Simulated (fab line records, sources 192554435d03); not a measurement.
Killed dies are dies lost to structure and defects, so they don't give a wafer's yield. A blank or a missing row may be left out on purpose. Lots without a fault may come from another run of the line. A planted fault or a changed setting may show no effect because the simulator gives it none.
fab line records | flow n5_finfet
record lots=11 wafers=29 last_day=17
route steps=1938 shown BEOL_M1@823 BEOL_M2@858 BEOL_M4@1111 PASSIVATION@1936
lots that met no fault: from a run of the same line without faults
start_h: hours from the record's first day to the start of the lot's first wafer shown | wait_h: hours since the lot's step before | " the same as in the row above | L1.1+2: a row that stands for several wafers | - no value, or no start given | * or withheld: withheld | < > ~ a bound
route shown NAME@n: a module of which the file shows steps, and the number in the route of the first | usual: mean/standard deviation of fault-free wafers | same: alike in all rows | chamber/n: place in a boat | sites: the reading at each site | _std_site: their standard deviation | _edge_site: outer sites' mean less inner sites' | radius_mm: how far each site lies from the wafer's centre | mask NAME#n: copy n | behind: the tool/chamber that last shaped the wafer | hold: why the lot was held/for how many hours/how that ended | device: the transistor (n, p or np) that didn't switch | end of line: the same wafers' tests at the end of the route | a step without rows: its recipe alone | killed: dies lost to structure and defects at the first sort, not the wafer's yield | map: a wafer's dies, x killed, . not, _ none there
set.NAME: the setting as run; set.NAME@STEP: as run at that earlier step | model.NAME: the simulator's own value behind a step, which no gauge read
steps of the route over a sample of lots; a table a step, a row a wafer
services: from which hour (start_h, from the record's first day; less than 0 if before it) a tool's chamber was out of use, for how many hours, and why
## steps
# step N5_BEOL_M1_ANNEAL_89
# recipe temp_c=400 time_s=240 ambient=vacuum
# usual heater_power_w=792/50
# same time_s=240
# columns lot.wafer tool chamber start_h wait_h heater_power_w
L255.2 pvd_sputter-03 - 160.62 0.0 833
L255.3 " - " " 792
L255.5 " - " " 773
L256.1 pvd_sputter-01 - 162.25 0.0 754
L256.2 " - " " 854
L256.4 " - " " 745
L258.2 pvd_sputter-01 - 166.72 0.0 822
L258.3 " - " " 750
L258.6 " - " " 860
L261.5 pvd_sputter-02 - 173.35 0.1 698
L261.6 " - " " 745
L262.1 pvd_sputter-03 - 174.26 0.0 821
L262.6 " - " " 845
L264.2 pvd_sputter-01 - 211.75 0.0 750
L264.4 " - " " 747
L264.6 " - " " 838
L266.1 pvd_sputter-01 - 219.87 0.0 838
L266.4 " - " " 743
L266.6 " - " " 846
L268.1 pvd_sputter-03 - 221.63 0.0 779
L268.3 " - " " 801
L268.4 " - " " 741
L271.1 pvd_sputter-03 - 232.43 0.0 820
L271.3 " - " " 794
L271.6 " - " " 783
L272.4 pvd_sputter-02 - 239.93 0.0 876
L272.5 " - " " 730
L275.4 pvd_sputter-01 - 268.35 0.0 768
L275.5 " - " " 847
# step N5_BEOL_M1_PRE_CLEAN_60
# recipe gas=NH3/H2 time_s=15 temp_c=* rf_power_w=300
# usual heater_power_w=84/16
# same time_s=15
# columns lot.wafer tool chamber start_h wait_h heater_power_w since_wet_clean_h
L255.2 cvd_co-01 1 162.26 0.0 84 26
L255.3 " 2 " " 93 463
L255.5 " 1 " " 83 -
L256.1 cvd_co-02 0 163.87 0.0 72 705
L256.2 " 1 " " 114 1143
L256.4 " 1 " " 111 -
L258.2 cvd_co-01 1 168.37 0.0 85 32
L258.3 " 2 " " 90 469
L258.6 " 0 " " 84 -
L261.5 cvd_co-01 1 174.94 0.1 87 -
L261.6 " 2 " " 92 -
L262.1 cvd_co-01 2 175.90 0.0 95 477
L262.6 " 0 " " 85 -
L264.2 cvd_co-02 0 213.38 0.0 69 755
L264.4 " 0 " " 70 -
L264.6 " 2 " " 49 -
L266.1 cvd_co-01 0 221.50 0.0 82 982
L266.4 " 0 " " 85 -
L266.6 " 1 " " 85 -
L268.1 cvd_co-02 2 223.25 0.0 49 305
L268.3 " 1 " " 113 1202
L268.4 " 0 " " 71 -
L271.1 cvd_co-01 2 234.81 0.0 91 535
L271.3 " 1 " " 83 98
L271.6 " 0 " " 84 -
L272.4 cvd_co-01 2 241.58 0.1 92 -
L272.5 " 1 " " 85 -
L275.4 cvd_co-02 1 270.00 0.1 116 -
L275.5 " 2 " " 50 -
# step N5_BEOL_M1_DEP_57
# recipe material=SiCN target_thk_a=80 temp_c=withheld precursor=3MS/NH3 pressure_torr=3 rf_w=202 time_s=14
# usual showerhead_plenum_p_Torr=3.662/0.014 throttle_valve_pct=8.9/0.62
# same time_s=14
# columns lot.wafer tool chamber start_h wait_h showerhead_plenum_p_Torr since_wet_clean_h throttle_valve_pct
L255.2 pecvd-02 1 162.42 0.0 3.670 1591 9.5
L255.3 " 0 " " 3.672 866 8.9
L255.5 " 2 " " 3.661 - 8.2
L256.1 pecvd-02 1 164.03 0.0 3.672 1593 9.3
L256.2 " 0 " " 3.655 868 8.6
L256.4 " 0 " " 3.652 - 9.0
L258.2 pecvd-02 2 168.57 0.0 3.663 118 8.0
L258.3 " 1 " " 3.676 1597 9.5
L258.6 " 0 " " 3.658 - 9.0
L261.5 pecvd-02 0 175.10 0.0 3.660 - 8.6
L261.6 " 1 " " 3.674 - 9.4
L262.1 pecvd-01 0 176.06 0.0 3.660 699 8.7
L262.6 " 2 " " 3.654 - 9.1
L264.2 pecvd-04 0 213.53 0.0 3.674 1099 9.6
L264.4 " 0 " " 3.660 - 9.2
L264.6 " 2 " " 3.659 - 8.0
L266.1 pecvd-01 1 221.67 0.0 3.634 1469 9.9
L266.4 " 1 " " 3.636 - 9.9
L266.6 " 0 " " 3.660 - 8.5
L268.1 pecvd-02 1 223.41 0.0 3.670 1652 9.4
L268.3 " 2 " " 3.653 173 7.9
L268.4 " 1 " " 3.687 - 9.4
L271.1 pecvd-01 0 234.97 0.0 3.652 758 8.7
L271.3 " 2 " " 3.648 3 8.6
L271.6 " 1 " " 3.630 - 9.7
L272.4 pecvd-04 2 241.74 0.0 3.674 - 7.9
L272.5 " 0 " " 3.676 - 9.4
L275.4 pecvd-02 2 270.15 0.0 3.667 - 8.0
L275.5 " 1 " " 3.677 - 9.7
# step N5_BEOL_M2_ETCH_74
# recipe chemistry=N2/H2 target=underlayer target_depth_a=65 mask_material=CAR-EUV time_s=5.2 ion_energy_ev=200 pressure_mtorr=30 source_w=840 bias_w=150 n2_flow_sccm=200 h2_flow_sccm=200 ends=cleared
# usual drypump_motor_current_A=5.7/0.41 etch_rf_on_time_s=5.15/0.1 oes_product_au=0.69/0.071 rf_vpp_V=524.4/2.4 showerhead_plenum_p_Torr=2.55/0.079 throttle_valve_pct=17.84/0.18
# columns lot.wafer tool chamber start_h wait_h drypump_motor_current_A etch_rf_on_time_s oes_product_au rf_hours_counter_h rf_vpp_V showerhead_plenum_p_Torr throttle_valve_pct
L255.2 rie_diel-05 3 164.47 0.0 6.3 5.15 0.59 240 526.1 2.63 18.13
L255.3 " 1 " " 5.9 5.12 0.77 31 522.3 2.47 17.87
L255.5 " 2 " " 5.8 5.07 0.76 - 523.1 2.48 17.85
L256.1 rie_diel-05 3 165.11 0.0 6.3 5.05 0.59 241 524.9 2.63 18.10
L256.2 " 2 " " 5.8 4.96 0.77 44 522.4 2.48 17.84
L256.4 " 0 " " 5.7 5.08 0.69 92 522.3 2.59 17.63
L258.2 rie_diel-06 1 172.86 0.0 6.1 5.37 0.59 207 519.8 2.41 17.96
L258.3 " 2 " " 5.3 5.21 0.74 48 529.1 2.69 17.67
L258.6 " 1 " " 6.1 5.36 0.60 - 519.2 2.41 17.98
L261.5 rie_diel-06 0 176.15 0.0 5.3 5.22 0.64 - 525.0 2.56 18.15
L261.6 " 2 " " 5.3 5.10 0.74 - 529.6 2.69 17.68
L262.1 rie_diel-05 0 178.60 0.0 5.8 5.27 0.68 97 523.5 2.58 17.63
L262.6 " 1 " " 5.9 5.16 0.78 - 521.8 2.47 17.87
L264.2 rie_diel-01 1 214.38 0.0 6.1 5.04 0.71 95 525.3 2.54 17.80
L264.4 " 3 " " 5.6 5.32 0.57 236 526.1 2.61 18.06
L264.6 " 0 " " 5.4 5.10 0.71 - 524.9 2.56 17.63
L266.1 rie_diel-01 1 223.67 0.0 6.1 5.07 0.71 97 524.2 2.54 17.76
L266.4 " 2 " " 4.9 5.02 0.78 43 522.4 2.59 17.64
L266.6 " 3 " " 5.6 5.27 0.58 - 529.2 2.61 18.06
L268.1 rie_diel-01 0 226.53 0.0 5.4 5.16 0.72 81 524.5 2.55 17.63
L268.3 " 3 " " 5.6 5.30 0.57 239 524.3 2.61 18.07
L268.4 " 1 " " 6.1 5.05 0.71 98 523.3 2.54 17.75
L271.1 rie_diel-06 1 236.92 0.0 6.2 5.37 0.58 232 520.6 2.40 17.99
L271.3 " 2 " " 5.2 5.20 0.70 72 526.8 2.68 17.73
L271.6 " 2 " " 5.3 5.19 0.72 - 528.8 2.68 17.71
L272.4 rie_diel-01 2 243.26 0.0 4.9 3.60 0.94 50 526.0 2.59 17.71
L272.5 " 0 " " 5.4 5.16 0.71 - 524.2 2.55 17.67
L275.4 rie_diel-01 0 273.58 0.0 5.4 3.71 0.86 - 525.0 2.55 17.68
L275.5 " 1 " " 6.1 5.03 0.69 - 523.6 2.54 17.82
# step N5_BEOL_M4_RC_MEAS_101
# usual DIBL_N=36.0/1.7 DIBL_P=36.2/2.3 IOFF_N=0.16/0.03 IOFF_P=0.21/0.036 ION_N=679/11 ION_P=465/7.1 SS_N=71.4/0.58 SS_P=73.3/0.75 VT_N=249/3.1 VT_P=-251/3.5
# columns lot.wafer tool chamber start_h wait_h DIBL_N[mV/V] DIBL_P[mV/V] IOFF_N[nA/um] IOFF_P[nA/um] ION_N[uA/um] ION_P[uA/um] SS_N[mV/dec] SS_P[mV/dec] VT_N[mV] VT_P[mV]
L255.2 prober-01 0 189.24 0.2 33.9 33.3 0.14 0.19 673 461 71.0 73.1 248 -250
L255.3 " 0 " " 32.7 31.5 0.12 0.17 665 459 70.9 72.2 252 -253
L255.5 " 0 " " 35.4 35.5 0.15 0.21 683 467 70.4 72.8 249 -249
L256.1 prober-01 0 195.63 0.0 35.6 34.1 0.13 0.19 674 466 70.8 73.0 251 -250
L256.2 " 0 " " 35.3 33.5 0.13 0.18 663 456 70.8 74.0 251 -252
L256.4 " 0 " " 34.7 32.8 0.12 0.17 664 458 70.5 72.7 250 -253
L258.2 prober-01 0 206.58 0.2 34.5 36.6 0.17 0.26 682 477 70.6 72.9 245 -245
L258.3 " 0 " " 35.3 36.7 0.18 0.25 685 473 71.1 72.7 245 -245
L258.6 " 0 " " 32.5 32.8 0.12 0.18 666 460 70.1 71.6 253 -249
L262.1 prober-01 0 210.02 0.0 37.9 40.0 0.17 0.19 677 452 72.1 74.2 251 -259
L262.6 " 0 " " 38.0 40.4 0.19 0.20 688 453 72.6 74.5 248 -258
L261.5 prober-01 0 214.48 0.6 34.2 34.3 0.13 0.19 670 454 71.1 73.6 251 -250
L261.6 " 0 " " 36.1 35.9 0.17 0.21 683 465 72.0 73.6 249 -251
L264.2 prober-02 0 251.29 0.2 36.8 38.0 0.16 0.26 673 465 72.1 73.9 251 -247
L264.4 " 0 " " 38.4 40.1 0.21 0.29 687 475 72.0 74.0 247 -244
L264.6 " 0 " " 36.1 37.2 0.16 0.24 685 473 70.6 72.9 247 -249
L266.1 prober-01 0 251.64 0.2 35.9 35.8 0.15 0.22 681 470 71.1 73.0 249 -252
L266.4 " 0 " " 36.5 36.3 0.14 0.21 679 469 71.9 73.3 252 -250
L266.6 " 0 " " 36.0 35.3 0.14 0.21 677 469 71.3 73.0 253 -247
L268.1 prober-02 0 260.33 0.0 36.4 36.9 0.16 0.22 679 467 71.7 73.8 252 -250
L268.3 " 0 " " 35.0 34.7 0.14 0.18 657 456 71.7 72.3 252 -252
L268.4 " 0 " " 39.0 40.1 0.22 0.26 684 472 71.9 74.4 246 -248
L271.1 prober-01 0 267.34 0.0 36.2 35.9 0.15 0.17 675 463 70.9 73.1 249 -255
L271.3 " 0 " " 34.1 33.0 0.11 0.14 664 456 71.0 72.5 254 -258
L271.6 " 0 " " 34.0 33.6 0.11 0.15 664 462 70.4 71.6 254 -254
L272.4 prober-02 0 280.69 0.5 36.6 37.7 0.15 0.22 672 469 71.9 73.8 249 -250
L272.5 " 0 " " 36.5 37.4 0.15 0.20 681 469 71.9 72.5 249 -250
L275.4 prober-01 0 314.08 0.5 38.5 37.6 0.20 0.24 696 469 71.7 74.8 245 -247
L275.5 " 0 " " 37.8 37.1 0.19 0.22 703 470 71.1 73.7 245 -249
# step N5_PASSIVATION_PROBE_49
# usual defect_limited_yield=91.3/1.5 killed_at_M0_to_M3=31/11 killed_at_M4_up=14/5.1 killed_at_contacts=12/5.6 killed_at_front_end=42/12 killed_at_other=3.8/2.9 killed_dies=103/18 killed_open=67/14 killed_short=33/8 sort_bin_5_function=5.1/1 sort_bin_6_memory=3.2/0.75 sort_n_pass=1077/18 sort_yield_pct=91.3/1.5
# same gross_dies=1180 killed_at_back_side=0 sort_bin_4_leakage[%]=0 sort_bin_8_speed[%]=0
# columns lot.wafer tool chamber start_h wait_h defect_limited_yield[%] killed_at_M0_to_M3 killed_at_M4_up killed_at_contacts killed_at_front_end killed_at_other killed_dies killed_open killed_short sort_bin_5_function[%] sort_bin_6_memory[%] sort_n_pass sort_yield_pct[%]
L271.1 prober-02 - 380.43 0.0 92.9 18 10 7 44 5 84 55 29 3.7 3.1 1096 92.9
L271.3 prober-02 - 380.53 0.1 92.3 43 12 3 28 5 91 54 33 5.0 1.9 1089 92.3
L271.6 prober-02 - 380.68 0.3 90.8 40 13 12 41 2 108 68 39 4.2 4.4 1072 90.8
# killed by level:class
L271.1 FIN_SAQP:geometric_particle:open=12 STI_FIN_REVEAL:geometric_particle:open=12 FIN_SAQP:geometric_particle:short=11 MOL_CONTACT_COAG:geometric_particle:open=5 BEOL_M0_SAQP:geometric_particle:short=4 BEOL_M1:geometric_particle:open=4 DUMMY_GATE:geometric_particle:open=3 BEOL_M3:geometric_particle:open=3
L271.3 BEOL_M3:geometric_particle:open=10 BEOL_M0_SAQP:geometric_particle:short=8 BEOL_M1:geometric_particle:open=7 FIN_SAQP:geometric_particle:short=6 BEOL_M2:geometric_particle:open=6 BEOL_M0_SAQP:geometric_particle:open=5 FIN_SAQP:geometric_particle:open=4 GATE_CUT:geometric_particle:open=4
L271.6 FIN_SAQP:geometric_particle:open=18 BEOL_M3:geometric_particle:open=10 MOL_CONTACT_COAG:geometric_particle:open=8 FIN_SAQP:geometric_particle:short=7 BEOL_M2:geometric_particle:open=5 STI_FIN_REVEAL:geometric_particle:open=4 DUMMY_GATE:geometric_particle:open=4 BEOL_M0:geometric_particle:open=4
## services
# columns tool chamber start_h hours kind
pecvd-04 0 137.74 5.5 scheduled_down
pvd_sputter-02 - 140.26 0.6 repair
pecvd-04 - 144.83 28.1 pm
cvd_co-01 2 148.60 4.2 repair
rie_diel-06 3 166.60 - clean
rie_diel-06 3 166.60 - consumable_replace:focus_ring
pecvd-01 - 167.36 1.7 repair
pecvd-01 2 170.77 - calibration
cvd_co-02 - 192.37 1.5 repair
rie_diel-05 3 194.37 - clean
rie_diel-05 3 194.37 - consumable_replace:focus_ring
rie_diel-05 3 194.37 13.7 scheduled_down
rie_diel-05 3 194.37 13.7 vent_cycle
pecvd-01 - 200.16 2.8 pm
cvd_co-02 - 224.41 0.3 repair
rie_diel-06 3 225.92 16.6 repair
pecvd-02 0 226.37 5.5 scheduled_down
pecvd-02 0 233.12 2.1 scheduled_down
pecvd-01 - 258.95 5.1 repair
rie_diel-01 3 263.49 2.6 repair
rie_diel-01 3 266.36 - clean
rie_diel-01 3 266.36 - consumable_replace:focus_ring
rie_diel-01 3 266.36 24.7 scheduled_down
rie_diel-01 3 266.36 24.7 vent_cycle
## key
first_sign step=N5_BEOL_M2_ETCH_74 reading=etch_rf_on_time_s direction=down sigmas=15 usual=* struck=*
effect step=N5_BEOL_M2_ETCH_74 reading=oes_product_au direction=up sigmas=2.9 usual=0.69 struck=0.90
met_at N5_BEOL_M2_ETCH_74
struck_lots L272,L275
struck_wafers L272.4,L275.4
not_acting_at N5_BEOL_M1_ANNEAL_89,N5_BEOL_M1_PRE_CLEAN_60,N5_BEOL_M1_DEP_57
onset_between 226.53 243.26
fault kind=process_parameter_drift tool=rie_diel-01 chamber=- onset_h=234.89 steps=N5_BEOL_M2_ETCH_74 channel=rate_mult offset=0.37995 shape=step end_h=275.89 scope=struck_wafers_only
